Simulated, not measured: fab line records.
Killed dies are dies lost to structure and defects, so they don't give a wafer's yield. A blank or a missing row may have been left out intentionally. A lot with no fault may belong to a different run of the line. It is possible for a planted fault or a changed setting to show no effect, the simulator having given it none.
Comparing a struck lot with a sound one + flow n5-finfet + 14 out of 1938 route steps
Sound: these wafers, L884.1, L884.2, L884.5. Struck: wafers L876.2, L876.3, L876.6. At the end, the cause is stated.
Order at every step that has rows: each side's tool, ch and its chambers, its first start. Under that, the readings that differ: sound wafers + struck wafers + difference of the means + sigmas: that difference in standard deviations of wafers without a fault.
alike: words and numbers the same on both sides, and readings whose means are apart by under 2 such deviations; not compared: readings that were withheld, readings missing a value for some wafer, numbers with overlapping values and no deviation given by the record, and bounds like >300 which may hide the same value.
The two part at a step that has a row with sigmas, a row that says differs or no value, or rows on one side only. Non-overlapping numbers with no deviation appear without sigmas and do not part them. A reading that every wafer of one side lacks parts them only if that side has two wafers or more.

N5_BEOL_M14_THK_MEAS_50: measures by xrf.
  sound on film-metro-02, day 16 01:47; struck on film-metro-02, day 14 08:13
  alike: M14_THK
then, 1 step without rows for these wafers: N5_BEOL_M14_PRE_CLEAN_52 (time 15 s).
N5_BEOL_M14_DEP_53: deposits SiCN from 3MS/NH3, target thk 50 nm, time 17.8 s.
  sound on pecvd-04 ch 1,2, day 16 01:50; struck on pecvd-04 ch 0,2, day 14 08:16
  alike: showerhead-plenum-p-Torr, throttle-valve-pct
N5_BEOL_M14_RS_MEAS_54: measurement is done with a four-point probe.
  sound on film-metro-02, day 16 01:55; struck on film-metro-01, day 14 08:20
  alike: M14_RS
N5_BEOL_M14_INSPECT_55: inspects for defects (darkfield).
  sound on defect-inspect-02, day 16 01:56; struck on defect-inspect-02, day 14 08:22
  alike: raw-defect-count
N5_BEOL_M15_ILD_DEP_00: deposits SiO2 from TEOS/O2, target thk 1629.3 nm, time 346.1 s.
  sound on pecvd-01 ch 0,2, day 16 01:58; struck on pecvd-02 ch 1,2, day 14 08:24
  alike: heater-power-w, showerhead-plenum-p-Torr, throttle-valve-pct
N5_BEOL_M15_THK_MEAS_01:
  sound on film-metro-02, day 16 02:13; struck on film-metro-01, day 14 08:39
  alike: M15_ILD_THK
then, 5 steps without rows for these wafers: N5_BEOL_M15_COAT_58 (time 60 s, resist thk 89 nm); N5_BEOL_M15_COAT_04 (resist thk 800 nm); N5_BEOL_M15_EBR_06; N5_BEOL_M15_SOFTBAKE_05 (time 60 s); N5_BEOL_M15_EXPOSE_07 (exposes mask V14).
N5_BEOL_M15_PEB_08: peb time 90 s.
  sound on litho-track-03 ch 0, day 16 02:32; struck on litho-track-03, day 14 08:52
  no value came back on the struck wafers for chill-plate-temp-C (C), exhaust-pa (Pa), plate-temp-C (C); on the sound wafers chill-plate-temp-C (C) reads 23.18 22.99 22.99
then, 1 step without rows for these wafers: N5_BEOL_M15_DEVELOP_09 (develop time 45 s).

WHERE THEY PART
At N5_BEOL_M15_PEB_08 and nowhere else, as far as this record goes.

WHY: the cause the simulator had injected
Step skipped in full: litho-track-03, at N5_BEOL_M15_PEB_08, from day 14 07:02 onward. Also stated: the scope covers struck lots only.
